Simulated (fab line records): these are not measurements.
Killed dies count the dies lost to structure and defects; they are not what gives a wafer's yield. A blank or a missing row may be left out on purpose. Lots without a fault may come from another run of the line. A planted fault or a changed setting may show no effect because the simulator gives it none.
fab line records | flow n5-finfet
record: lots: 9 wafers: 27 last-day: 17
route steps=1938 shown SDB@358 DUMMY_REMOVAL@378 BEOL_M4@1111
lots that met no fault: from a run of the same line without faults
start-h: the number of hours between the record's first day and the start of the first shown wafer of the lot | wait-h: hours elapsed since this lot's preceding step | " identical to the entry in the row above | L1.1+2: a row that stands for several wafers | - no value present, or no start provided | * or withheld: withheld | < > ~ a bound
route shown NAME@n: names a module that has steps shown in the file, with the first one's number in the route | usual: mean and standard deviation over wafers with no fault | same: alike in all rows | chamber/n: place in a boat | sites: readings site by site | _std_site: their standard deviation | _edge_site: inner sites' mean taken away from outer sites' mean | radius-mm: for every site, how far away it sits from the centre of the wafer | mask NAME#n: copy n | behind: the last tool/chamber to shape the wafer | hold: what put the lot on hold/how long, in hours/how the hold closed | device: which transistor (n, p or np) failed to switch | end of line: tests of these same wafers at the route's end | a step with no rows: only its recipe | killed: dies that structure and defects cost at the first sort, which is not the same as the wafer's yield | map: a wafer's dies, x killed, . not, _ none there
set.NAME: the setting the step ran with; set.NAME@STEP: the setting that earlier step ran with | model.NAME: the simulator's own value behind a step, which no gauge read
one table for each step of the route and one row for each wafer, over a sample of lots
services: from which hour (start-h, from the record's first day; less than 0 if before it) a tool's chamber was out of use, for how many hours, and why
== steps ==
step: N5_SDB_INSPECT_13
recipe: mode: adi inspect-instrument: brightfield
usual: raw-defect-count: 65/28
columns lot.wafer tool chamber start-h wait-h raw-defect-count
L373.1 defect-inspect-01 - 89.92 0.0 83
L373.3 " - " " 92
L373.5 " - " " 98
L374.1 defect-inspect-01 - 97.29 0.0 85
L374.2 " - " " 60
L374.4 " - " " 56
L385.2 defect-inspect-01 - 161.15 0.0 54
L385.5 " - " " 41
L385.6 " - " " 43
L386.1 defect-inspect-01 - 171.21 0.0 91
L386.4 " - " " 115
L386.5 " - " " 48
L387.1 defect-inspect-01 - 172.71 0.0 43
L387.2 " - " " 46
L387.5 " - " " 55
L388.1 defect-inspect-02 - 181.49 0.0 55
L388.3 " - " " 44
L388.4 " - " " 40
L389.2 defect-inspect-02 - 190.60 0.0 84
L389.3 " - " " 63
L389.6 " - " " 126
L391.1 defect-inspect-01 - 197.46 0.0 53
L391.4 " - " " 51
L391.5 " - " " 42
L392.2 defect-inspect-01 - 201.82 0.0 50
L392.4 " - " " 36
L392.5 " - " " 71
step: N5_SDB_STRIP_21
recipe: chemistry: CF4 resist: SiARC power-w: 300 bias-power-w: 75 pressure-mtorr: 50 cf4-flow-sccm: 150 rf-frequency-hz: 6e+07
usual: drypump-motor-current-A: 5.6/0.47 oes-product-au: 0.79/0.085 rf-vpp-V: 271.2/1.5 showerhead-plenum-p-Torr: 1.79/0.06 throttle-valve-pct: 13.58/0.25
columns lot.wafer tool chamber start-h wait-h drypump-motor-current-A oes-product-au rf-hours-counter-h rf-vpp-V showerhead-plenum-p-Torr throttle-valve-pct
L373.1 rie-diel-01 1 90.91 0.0 5.0 0.74 144 270.4 1.72 13.85
L373.3 " 0 " " 4.7 0.75 169 269.9 1.79 13.55
L373.5 " 1 " " 5.0 0.75 - 269.7 1.72 13.85
L374.1 rie-diel-06 0 97.73 0.0 5.7 0.88 28 273.4 1.89 13.23
L374.2 " 2 " " 5.6 0.72 179 271.7 1.84 13.87
L374.4 " 3 " " 5.6 0.81 59 271.9 1.73 13.50
L385.2 rie-diel-01 1 161.49 0.0 5.0 0.73 171 268.9 1.71 13.91
L385.5 " 0 " " 4.7 0.73 - 271.0 1.78 13.61
L385.6 " 1 " " 5.0 0.73 - 269.8 1.71 13.91
L386.1 rie-diel-06 2 171.45 0.0 5.6 0.70 209 272.4 1.83 13.94
L386.4 " 1 " " 6.2 0.92 15 269.8 1.77 13.30
L386.5 " 2 " " 5.6 0.70 - 273.5 1.83 13.94
L387.1 rie-diel-06 0 173.06 0.0 5.7 0.83 57 272.6 1.88 13.32
L387.2 " 1 " " 6.2 0.91 16 271.1 1.77 13.31
L387.5 " 1 " " 6.3 0.92 - 269.2 1.77 13.32
L388.1 rie-diel-06 0 182.23 0.0 5.8 0.82 61 273.1 1.88 13.32
L388.3 " 3 " " 5.5 0.79 93 269.3 1.73 13.57
L388.4 " 2 " " 5.5 0.69 211 272.5 1.83 13.96
L389.2 rie-diel-06 1 190.85 0.0 6.3 0.90 22 269.4 1.77 13.32
L389.3 " 2 " " 5.5 0.69 214 272.6 1.83 13.96
L389.6 " 3 " " 5.6 0.78 - 269.2 1.73 13.57
L391.1 rie-diel-01 0 197.85 0.0 4.7 0.72 209 271.1 1.78 13.62
L391.4 " 2 " " 6.2 0.91 13 271.7 1.84 13.37
L391.5 " 3 " " 5.4 0.87 - 269.3 1.76 13.34
L392.2 rie-diel-01 2 202.48 0.0 6.2 0.92 14 270.9 1.84 13.39
L392.4 " 0 " " 4.7 0.71 210 270.7 1.78 13.64
L392.5 " 1 " " 5.0 0.72 - 270.1 1.71 13.96
step: N5_DUMMY_REMOVAL_STRIP_10
recipe: chemistry: N2/H2 time-s: 40 power-w: 100 temp-c: 40 pressure-mtorr: 100 rf-frequency-hz: 6e+07 bias-power-w: 3 n2-flow-sccm: 300 h2-flow-sccm: 300
usual: drypump-motor-current-A: 5.85/0.23 oes-product-au: 0.76/0.072 rf-vpp-V: 45.3/0.88 showerhead-plenum-p-Torr: 3.34/0.11 throttle-valve-pct: 12.34/0.19
columns lot.wafer tool chamber start-h wait-h drypump-motor-current-A oes-product-au rf-hours-counter-h rf-vpp-V showerhead-plenum-p-Torr throttle-valve-pct
L373.1 rie-diel-03 0 95.04 0.0 6.31 0.74 151 47.2 3.37 12.46
L373.3 " 1 " " 5.61 0.78 144 44.6 3.26 12.48
L373.5 " 0 " " 6.30 0.75 - 45.6 3.37 12.46
L374.1 rie-diel-04 2 101.50 0.0 5.64 0.70 229 45.3 3.20 12.27
L374.2 " 3 " " 6.24 0.77 152 44.0 3.39 12.43
L374.4 " 0 " " 5.55 0.74 164 46.4 3.23 12.24
L385.2 rie-diel-05 1 165.28 0.0 5.68 0.69 237 46.5 3.33 12.43
L385.5 " 3 " " 6.02 0.74 - 45.8 3.24 12.30
L385.6 " 0 " " 5.82 0.68 - 44.5 3.34 12.66
L386.1 rie-diel-05 1 175.16 0.0 5.71 0.69 239 46.4 3.33 12.45
L386.4 " 3 " " 6.00 0.75 149 45.4 3.24 12.31
L386.5 " 0 " " 5.81 0.69 - 45.1 3.34 12.65
L387.1 rie-diel-05 2 176.91 0.0 5.84 0.88 54 45.9 3.58 12.21
L387.2 " 3 " " 5.99 0.74 150 43.8 3.24 12.32
L387.5 " 1 " " 5.69 0.69 - 45.6 3.33 12.44
L388.1 rie-diel-03 0 186.23 0.0 6.28 0.72 180 45.6 3.36 12.49
L388.3 " 1 " " 5.62 0.75 175 45.0 3.25 12.55
L388.4 " 2 " " 5.74 0.76 - 43.8 3.49 12.31
L389.2 rie-diel-05 1 194.58 0.0 5.68 0.68 245 45.0 3.33 12.46
L389.3 " 3 " " 6.01 0.74 155 44.2 3.23 12.33
L389.6 " 0 " " 5.84 0.68 - 43.9 3.33 12.66
L391.1 rie-diel-05 0 201.58 0.0 5.82 0.68 232 45.7 3.33 12.68
L391.4 " 1 " " 5.67 0.69 247 44.9 3.33 12.44
L391.5 " 0 " " 5.85 0.68 - 43.8 3.33 12.67
L392.2 rie-diel-04 3 207.20 0.0 6.25 0.75 183 45.6 3.37 12.49
L392.4 " 0 " " 5.55 0.73 195 45.0 3.21 12.33
L392.5 " 1 " " 6.04 0.85 - 42.6 3.30 12.02
step: N5_DUMMY_REMOVAL_PRECLEAN_08
recipe: chemistry: NF3:NH3 afs-cycles: 2 temp-c: 30 time-s: 20 sublimation-temp-c: 180 sublimation-time-s: 60 pressure-torr: 3 rf-power-w: 30
usual: rf-power-w: 30.01/0.092 time-s: 20/0
columns lot.wafer tool chamber start-h wait-h rf-power-w time-s
L373.1 remote-plasma-01 1 95.25 0.0 30.07 24.357
L373.3 " 1 " " 30.01 20
L373.5 " 1 " " 30.03 20
L374.1 remote-plasma-01 0 101.70 0.0 30.06 24.357
L374.2 " 0 " " 30.01 20
L374.4 " 0 " " 30.03 20
L385.2 remote-plasma-01 0 165.51 0.1 30.16 20
L385.5 " 0 " " 29.98 20
L385.6 " 0 " " 30.02 20
L386.1 remote-plasma-02 1 175.36 0.0 30.04 20
L386.4 " 1 " " 29.93 20
L386.5 " 1 " " 29.96 20
L387.1 remote-plasma-01 0 177.10 0.0 30.07 20
L387.2 " 0 " " 29.90 20
L387.5 " 0 " " 30.08 20
L388.1 remote-plasma-02 1 186.43 0.0 29.95 20
L388.3 " 1 " " 30.02 20
L388.4 " 1 " " 30.09 20
L389.2 remote-plasma-01 0 194.82 0.1 30.01 20
L389.3 " 0 " " 29.90 20
L389.6 " 0 " " 30.07 20
L391.1 remote-plasma-02 1 201.78 0.0 29.99 20
L391.4 " 1 " " 30.05 20
L391.5 " 1 " " 30.06 20
L392.2 remote-plasma-01 1 207.47 0.1 30.17 20
L392.4 " 1 " " 30.23 20
L392.5 " 1 " " 30.13 20
step: N5_BEOL_M4_RC_MEAS_101
usual: DIBL_N: 36.8/1.5 DIBL_P: 37.1/2.1 IOFF_N: 0.168/0.03 IOFF_P: 0.22/0.034 ION_N: 679/12 ION_P: 466/8 SS_N: 71.7/0.58 SS_P: 73.5/0.67 VT_N: 248.8/2.7 VT_P: -250/3.3
columns lot.wafer tool chamber start-h wait-h DIBL_N[mV/V] DIBL_P[mV/V] IOFF_N[nA/um] IOFF_P[nA/um] ION_N[uA/um] ION_P[uA/um] SS_N[mV/dec] SS_P[mV/dec] VT_N[mV] VT_P[mV]
L373.1 prober-02 0 179.56 0.0 36.2 37.2 0.162 0.21 676 468 71.7 72.6 247.5 -253
L373.3 " 0 " " 38.7 40.5 0.200 0.27 687 468 72.6 74.0 246.2 -247
L373.5 " 0 " " 36.0 37.8 0.152 0.23 679 468 71.0 72.7 251.6 -246
L374.1 prober-01 0 185.76 0.0 37.5 38.1 0.183 0.26 678 467 72.6 74.1 247.9 -246
L374.2 " 0 " " 39.2 37.7 0.213 0.24 680 460 72.9 73.9 248.0 -247
L374.4 " 0 " " 34.7 33.1 0.126 0.17 667 458 71.5 73.1 252.7 -252
L385.2 prober-01 0 262.98 0.2 37.2 37.4 0.178 0.23 690 467 71.8 72.4 245.2 -249
L385.5 " 0 " " 38.1 38.0 0.182 0.25 689 470 71.6 73.9 247.6 -247
L385.6 " 0 " " 35.6 35.5 0.146 0.20 683 468 70.7 72.7 251.3 -249
L387.1 prober-01 0 268.45 0.0 38.4 38.2 0.189 0.24 696 480 72.0 73.4 246.2 -250
L387.2 " 0 " " 37.9 37.6 0.169 0.24 677 464 71.6 73.5 245.0 -249
L387.5 " 0 " " 37.8 38.1 0.193 0.25 708 484 72.4 74.2 243.7 -245
L386.1 prober-01 0 269.38 0.0 35.7 36.8 0.139 0.22 681 472 71.1 73.4 252.4 -251
L386.4 " 0 " " 33.8 33.9 0.118 0.17 674 468 70.9 72.4 253.6 -252
L386.5 " 0 " " 37.9 39.5 0.169 0.27 676 471 71.7 73.9 244.6 -246
L388.1 prober-01 0 275.70 0.0 36.0 37.5 0.143 0.21 670 462 72.4 74.4 250.8 -251
L388.3 " 0 " " 36.6 37.5 0.163 0.20 677 460 72.0 73.6 247.4 -251
L388.4 " 0 " " 33.2 33.1 0.102 0.15 651 451 71.3 72.1 255.1 -254
L389.2 prober-02 0 294.62 0.2 38.9 37.8 0.177 0.19 678 460 72.3 73.9 247.2 -256
L389.3 " 0 " " 36.8 35.5 0.135 0.17 675 459 70.8 73.3 254.0 -256
L389.6 " 0 " " 38.6 36.7 0.174 0.18 683 462 72.4 73.7 249.3 -257
L391.1 prober-02 0 296.59 0.0 33.4 33.0 0.126 0.19 679 469 71.3 72.9 252.8 -251
L391.4 " 0 " " 34.7 34.8 0.147 0.22 681 472 71.5 73.4 252.4 -247
L391.5 " 0 " " 36.5 36.2 0.164 0.26 678 474 72.4 73.0 248.7 -246
L392.2 prober-01 0 314.67 0.2 37.7 38.6 0.167 0.25 676 467 71.3 73.1 249.5 -246
L392.4 " 0 " " 38.0 37.2 0.171 0.22 680 469 71.0 72.6 249.2 -248
L392.5 " 0 " " 35.4 34.7 0.135 0.18 667 455 71.3 72.9 252.4 -251
== services ==
columns tool chamber start-h hours kind
rie-diel-05 - 97.29 2.8 pm
rie-diel-06 1 109.69 - clean
rie-diel-06 1 109.69 - consumable-replace:focus-ring
rie-diel-06 1 109.69 20.6 scheduled-down
rie-diel-06 1 109.69 20.6 vent-cycle
rie-diel-01 3 130.35 4.5 repair
rie-diel-01 2 147.45 - clean
rie-diel-01 2 147.45 - consumable-replace:focus-ring
rie-diel-01 2 147.45 14.8 scheduled-down
rie-diel-01 2 147.45 14.8 vent-cycle
rie-diel-01 - 148.96 0.1 repair
rie-diel-05 2 156.09 5.9 repair
rie-diel-03 - 158.81 0.4 repair
rie-diel-04 2 166.33 - clean
rie-diel-04 2 166.33 - consumable-replace:esc
rie-diel-04 2 166.33 - consumable-replace:focus-ring
rie-diel-04 2 166.33 - consumable-replace:showerhead
rie-diel-04 2 166.33 17.8 scheduled-down
rie-diel-04 2 166.33 17.8 vent-cycle
remote-plasma-02 - 169.92 0.2 repair
rie-diel-03 3 173.66 - clean
rie-diel-03 3 173.66 - consumable-replace:focus-ring
rie-diel-03 3 173.66 - consumable-replace:showerhead
remote-plasma-01 - 195.49 0.3 repair
== key ==
first-sign: step: N5_DUMMY_REMOVAL_PRECLEAN_08 reading: time-s direction: up sigmas: 99+ usual: * struck: *
effect none on later readings
met-at N5_DUMMY_REMOVAL_PRECLEAN_08
struck-lots L373,L374
struck-wafers L373.1,L374.1
not-acting-at N5_SDB_INSPECT_13,N5_SDB_STRIP_21,N5_DUMMY_REMOVAL_STRIP_10
fault: kind: process-parameter-drift tool: remote-plasma-01 chamber: - onset-h: 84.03 steps: N5_DUMMY_REMOVAL_PRECLEAN_08 channel: time-s offset: * shape: step end-h: 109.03 scope: struck-wafers-only acts-in: * stated: *
